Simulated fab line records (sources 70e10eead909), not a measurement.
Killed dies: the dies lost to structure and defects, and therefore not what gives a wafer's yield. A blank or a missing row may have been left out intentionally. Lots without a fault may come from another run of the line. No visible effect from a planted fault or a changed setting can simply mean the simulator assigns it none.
Which of the tools did it? :: flow nand_harc :: 13 lots with 39 wafers sampled at 6 steps, on a route of 1159 steps

== WHAT THE GAUGES SHOWED, per wafer ==
NHARC_A_CONTACT_CD_MEAS_08: target cd 100 nm.
lot: L610
measured: day 17 18:16
on: cd_sem-02
cd_nm (nm): 99.5 98.8 99.8

lot: L614
measured: day 18 12:37
on: cd_sem-03
cd_nm (nm): 101.5 101.4 100.9

lot: L620
measured: day 20 01:14
on: cd_sem-03
cd_nm (nm): 99.9 99.7 99.8

lot: L623
measured: day 20 01:51
on: cd_sem-01
cd_nm (nm): 99.5 99.2 99.8

lot: L622
measured: day 20 14:54
on: cd_sem-02
cd_nm (nm): 100.3 100.2 100.7

lot: L624
measured: day 20 18:19
on: cd_sem-02
cd_nm (nm): 98.8 99.4 99.1

lot: L625
measured: day 20 19:59
on: cd_sem-01
cd_nm (nm): 99.3 100.1 100.9

lot: L626
measured: day 21 22:01
on: cd_sem-03
cd_nm (nm): 100.9 100.5 100.6

lot: L628
measured: day 22 00:33
on: cd_sem-02
cd_nm (nm): 99.9 100.2 100.6

lot: L627
measured: day 22 04:04
on: cd_sem-03
cd_nm (nm): 99.2 100.0 99.7

lot: L629
measured: day 22 13:25
on: cd_sem-01
cd_nm (nm): 99.4 100.0 99.4

lot: L630
measured: day 22 14:13
on: cd_sem-01
cd_nm (nm): 99.9 99.6 100.5

lot: L631
measured: day 23 09:16
on: cd_sem-02
cd_nm (nm): 98.9 99.2 99.5

NHARC_A_CONTACT_INSPECT_23.
lot: L610
measured: day 17 23:33
on: defect_inspect-02
raw_defect_count: 2502 2443 2418

lot: L614
measured: day 18 20:05
on: defect_inspect-01
raw_defect_count: 2344 2580 2533

lot: L620
measured: day 20 07:46
on: defect_inspect-01
raw_defect_count: 537 449 522

lot: L623
measured: day 20 07:55
on: defect_inspect-01
raw_defect_count: 468 277 313

lot: L622
measured: day 20 20:13
on: defect_inspect-02
raw_defect_count: 862 452 563

lot: L624
measured: day 21 01:31
on: defect_inspect-02
raw_defect_count: 529 341 535

lot: L625
measured: day 21 11:08
on: defect_inspect-02
raw_defect_count: 295 236 314

lot: L626
measured: day 22 05:10
on: defect_inspect-01
raw_defect_count: 501 598 349

lot: L628
measured: day 22 05:43
on: defect_inspect-01
raw_defect_count: 312 417 301

lot: L627
measured: day 22 14:49
on: defect_inspect-02
raw_defect_count: 374 457 326

lot: L629
measured: day 22 23:13
on: defect_inspect-02
raw_defect_count: 303 376 397

lot: L630
measured: day 22 23:49
on: defect_inspect-02
raw_defect_count: 545 356 687

lot: L631
measured: day 23 15:25
on: defect_inspect-02
raw_defect_count: 305 344 283

NHARC_A_BLC_OVL_MEAS_11.
lot: L620
measured: day 20 08:22
on: overlay-02
overlay_x_nm (nm): -0.6 -0.3 -1.0
overlay_y_nm (nm): -1.0 -0.6 -1.3

lot: L623
measured: day 20 08:31
on: overlay-01
overlay_x_nm (nm): 0.6 0.3 0.1
overlay_y_nm (nm): -0.3 -0.3 -0.8

lot: L622
measured: day 20 20:50
on: overlay-01
overlay_x_nm (nm): 0.5 0.1 0.8
overlay_y_nm (nm): -0.5 -0.4 -0.1

lot: L624
measured: day 21 01:59
on: overlay-01
overlay_x_nm (nm): -0.7 -0.5 -0.6
overlay_y_nm (nm): -1.7 -1.1 -1.0

lot: L625
measured: day 21 11:44
on: overlay-01
overlay_x_nm (nm): 1.2 1.1 1.0
overlay_y_nm (nm): -0.5 -0.3 -1.4

lot: L626
measured: day 22 05:47
on: overlay-02
overlay_x_nm (nm): 1.3 0.8 1.0
overlay_y_nm (nm): 0.0 -0.6 0.7

lot: L628
measured: day 22 06:13
on: overlay-02
overlay_x_nm (nm): -0.7 -0.3 -0.4
overlay_y_nm (nm): -0.6 -0.3 -0.6

lot: L627
measured: day 22 15:25
on: overlay-02
overlay_x_nm (nm): -0.1 -0.3 -0.8
overlay_y_nm (nm): -0.6 0.0 -0.7

lot: L629
measured: day 22 23:49
on: overlay-02
overlay_x_nm (nm): 0.9 0.6 0.3
overlay_y_nm (nm): 0.9 0.2 0.5

lot: L630
measured: day 23 00:17
on: overlay-01
overlay_x_nm (nm): -1.1 -1.1 -1.1
overlay_y_nm (nm): 0.5 0.4 0.4

lot: L631
measured: day 23 15:53
on: overlay-01
overlay_x_nm (nm): 0.4 0.0 -0.1
overlay_y_nm (nm): 0.8 1.2 0.5

NHARC_END_SORT_01.
lot: L610
measured: day 20 16:42
on: prober-02
killed_at_array: 667 672 672
killed_at_other: 3 0 0
killed_at_periphery: 7 5 5
killed_dies: 677 677 677
killed_open: 2 1 1
killed_short: 4 1 3

lot: L614
measured: day 20 16:58
on: prober-01
killed_at_array: 675 676 673
killed_at_other: 0 0 0
killed_at_periphery: 2 1 4
killed_dies: 677 677 677
killed_open: 2 1 3
killed_short: 3 0 1

== EACH LOT AND THE TOOL THAT RAN IT (in order: tool; ch and the chambers of the sampled wafers; start) ==
lot: L610
NHARC_A_CONTACT_ALD_18: ald_metal-01 ch 1,2,3, day 17 22:02
NHARC_A_CONTACT_CMP_20: cmp-04 ch 2,3, day 17 23:10

lot: L614
NHARC_A_CONTACT_ALD_18: ald_metal-01 ch 1,2,3, day 18 16:30
NHARC_A_CONTACT_CMP_20: cmp-02 ch 0,2,3, day 18 19:42

lot: L620
NHARC_A_CONTACT_ALD_18: ald_metal-02 ch 1,2,3, day 20 05:40
NHARC_A_CONTACT_CMP_20: cmp-02 ch 2,3, day 20 07:22

lot: L623
NHARC_A_CONTACT_ALD_18: ald_metal-04 ch 0,1, day 20 06:13
NHARC_A_CONTACT_CMP_20: cmp-04 ch 0,2,3, day 20 07:31

lot: L622
NHARC_A_CONTACT_ALD_18: ald_metal-04 ch 1,2,3, day 20 18:45
NHARC_A_CONTACT_CMP_20: cmp-04 ch 0,3, day 20 19:49

lot: L624
NHARC_A_CONTACT_ALD_18: ald_metal-01 ch 0,2, day 20 21:43
NHARC_A_CONTACT_CMP_20: cmp-02 ch 2,3, day 21 01:07

lot: L625
NHARC_A_CONTACT_ALD_18: ald_metal-01 ch 0,1,3, day 20 23:29
NHARC_A_CONTACT_CMP_20: cmp-02 ch 0,2,3, day 21 10:44

lot: L626
NHARC_A_CONTACT_ALD_18: ald_metal-02 ch 0,3, day 22 01:59
NHARC_A_CONTACT_CMP_20: cmp-02 ch 0,2,3, day 22 04:49

lot: L628
NHARC_A_CONTACT_ALD_18: ald_metal-01 ch 0,1,3, day 22 04:12
NHARC_A_CONTACT_CMP_20: cmp-04 ch 0,1,2, day 22 05:20

lot: L627
NHARC_A_CONTACT_ALD_18: ald_metal-01 ch 0,3, day 22 08:18
NHARC_A_CONTACT_CMP_20: cmp-02 ch 0,1, day 22 14:24

lot: L629
NHARC_A_CONTACT_ALD_18: ald_metal-01 ch 0,2, day 22 16:52
NHARC_A_CONTACT_CMP_20: cmp-04 ch 0,1,3, day 22 22:52

lot: L630
NHARC_A_CONTACT_ALD_18: ald_metal-04 ch 0,1,3, day 22 17:38
NHARC_A_CONTACT_CMP_20: cmp-02 ch 0,1,3, day 22 23:24

lot: L631
NHARC_A_CONTACT_ALD_18: ald_metal-02 ch 1,2,3, day 23 12:47
NHARC_A_CONTACT_CMP_20: cmp-04 ch 0,3, day 23 15:02
- NHARC_A_CONTACT_ALD_18: deposits TiN, target thk 3 nm, pulse time 1 s, ald cycles 150.
- NHARC_A_CONTACT_CMP_20: polishes, t overpolish 30 s, target thk 300 nm.

== WHAT THE TOOLS THEMSELVES READ (means of the sampled wafers that have a number; where no wafer has one, the mark that the record gives instead) ==
NHARC_A_CONTACT_ALD_18.
lot: L610
tool: ald_metal-01
heater_power_w (W): 1223
precursor_pulse_height_rel: 1.014

lot: L614
tool: ald_metal-01
heater_power_w (W): 1233
precursor_pulse_height_rel: 0.991

lot: L620
tool: ald_metal-02
heater_power_w (W): 1080
precursor_pulse_height_rel: 0.995

lot: L623
tool: ald_metal-04
heater_power_w (W): 1019
precursor_pulse_height_rel: 1.006

lot: L622
tool: ald_metal-04
heater_power_w (W): 1092
precursor_pulse_height_rel: 0.999

lot: L624
tool: ald_metal-01
heater_power_w (W): 1102
precursor_pulse_height_rel: 1.009

lot: L625
tool: ald_metal-01
heater_power_w (W): 1207
precursor_pulse_height_rel: 1.003

lot: L626
tool: ald_metal-02
heater_power_w (W): 1120
precursor_pulse_height_rel: 0.995

lot: L628
tool: ald_metal-01
heater_power_w (W): 1203
precursor_pulse_height_rel: 1.002

lot: L627
tool: ald_metal-01
heater_power_w (W): 1210
precursor_pulse_height_rel: 0.988

lot: L629
tool: ald_metal-01
heater_power_w (W): 1111
precursor_pulse_height_rel: 0.994

lot: L630
tool: ald_metal-04
heater_power_w (W): 1055
precursor_pulse_height_rel: 0.976

lot: L631
tool: ald_metal-02
heater_power_w (W): 1095
precursor_pulse_height_rel: 1.010

NHARC_A_CONTACT_CMP_20.
lot: L610
tool: cmp-04
edge_zone_pressure_frac: -
motor_current_A (A): -
overpolish_run_s (s): -
slurry_flow_ml_min: -
time_to_endpoint_s (s): -

lot: L614
tool: cmp-02
edge_zone_pressure_frac: -
motor_current_A (A): -
overpolish_run_s (s): -
slurry_flow_ml_min: -
time_to_endpoint_s (s): -

lot: L620
tool: cmp-02
edge_zone_pressure_frac: 1.000
motor_current_A (A): 12.1
overpolish_run_s (s): 29.992
slurry_flow_ml_min: 149.9
time_to_endpoint_s (s): 54

lot: L623
tool: cmp-04
edge_zone_pressure_frac: 0.998
motor_current_A (A): 11.4
overpolish_run_s (s): 30.005
slurry_flow_ml_min: 149.3
time_to_endpoint_s (s): 58

lot: L622
tool: cmp-04
edge_zone_pressure_frac: 0.999
motor_current_A (A): 12.3
overpolish_run_s (s): 30.006
slurry_flow_ml_min: 150.0
time_to_endpoint_s (s): 60

lot: L624
tool: cmp-02
edge_zone_pressure_frac: 0.999
motor_current_A (A): 11.8
overpolish_run_s (s): 29.999
slurry_flow_ml_min: 150.3
time_to_endpoint_s (s): 57

lot: L625
tool: cmp-02
edge_zone_pressure_frac: 1.002
motor_current_A (A): 11.7
overpolish_run_s (s): 29.993
slurry_flow_ml_min: 149.7
time_to_endpoint_s (s): 59

lot: L626
tool: cmp-02
edge_zone_pressure_frac: 1.003
motor_current_A (A): 11.8
overpolish_run_s (s): 29.990
slurry_flow_ml_min: 149.9
time_to_endpoint_s (s): 55

lot: L628
tool: cmp-04
edge_zone_pressure_frac: 0.997
motor_current_A (A): 11.8
overpolish_run_s (s): 30.003
slurry_flow_ml_min: 149.3
time_to_endpoint_s (s): 61

lot: L627
tool: cmp-02
edge_zone_pressure_frac: 0.999
motor_current_A (A): 11.6
overpolish_run_s (s): 29.999
slurry_flow_ml_min: 149.9
time_to_endpoint_s (s): 59

lot: L629
tool: cmp-04
edge_zone_pressure_frac: 1.001
motor_current_A (A): 13.1
overpolish_run_s (s): 30.005
slurry_flow_ml_min: 149.9
time_to_endpoint_s (s): 59

lot: L630
tool: cmp-02
edge_zone_pressure_frac: 1.000
motor_current_A (A): 11.9
overpolish_run_s (s): 30.000
slurry_flow_ml_min: 150.0
time_to_endpoint_s (s): 58

lot: L631
tool: cmp-04
edge_zone_pressure_frac: 1.003
motor_current_A (A): 12.9
overpolish_run_s (s): 30.001
slurry_flow_ml_min: 149.7
time_to_endpoint_s (s): 59

== THE ANSWER, worked out from the rows above alone ==
Rule: usual is defined by the lots themselves. Put in order of their means at a reading, lots are off if they are a third of the lots or fewer, leave a main group of 4 or more, and stand apart from it by a gap of 3 or more times the standard deviation of the main group's means; of several such gaps the widest counts. Not used: any main group whose means are identical at the precision the tables above print for the reading. Also off: a lot with no number at a reading for which 4 or more lots have one. Where the step has rows for the other lots, those lots are counted as sound. After the gauges, taken in route order, come the tools' own readings; for these a lot's mean is taken, as printed above. The first step at which some lot is off is used, and at that step the reading that is off furthest; a lot without a number counts as furthest.
Off, at NHARC_A_CONTACT_INSPECT_23 on raw_defect_count: L610, L614. The main group has a mean of 422 with a standard deviation of 1e+02.
A tool fits if, at a process step before that reading, it ran every lot that is off, and no sound lot after the first of them. Not tried: the gauges at NHARC_A_CONTACT_INSPECT_23; whatever is off there is also off at NHARC_A_CONTACT_CMP_20, on other tools, and gauge error can't account for it. Of those tried, none fits.

== WHAT THE SIMULATOR HAD PUT IN ==
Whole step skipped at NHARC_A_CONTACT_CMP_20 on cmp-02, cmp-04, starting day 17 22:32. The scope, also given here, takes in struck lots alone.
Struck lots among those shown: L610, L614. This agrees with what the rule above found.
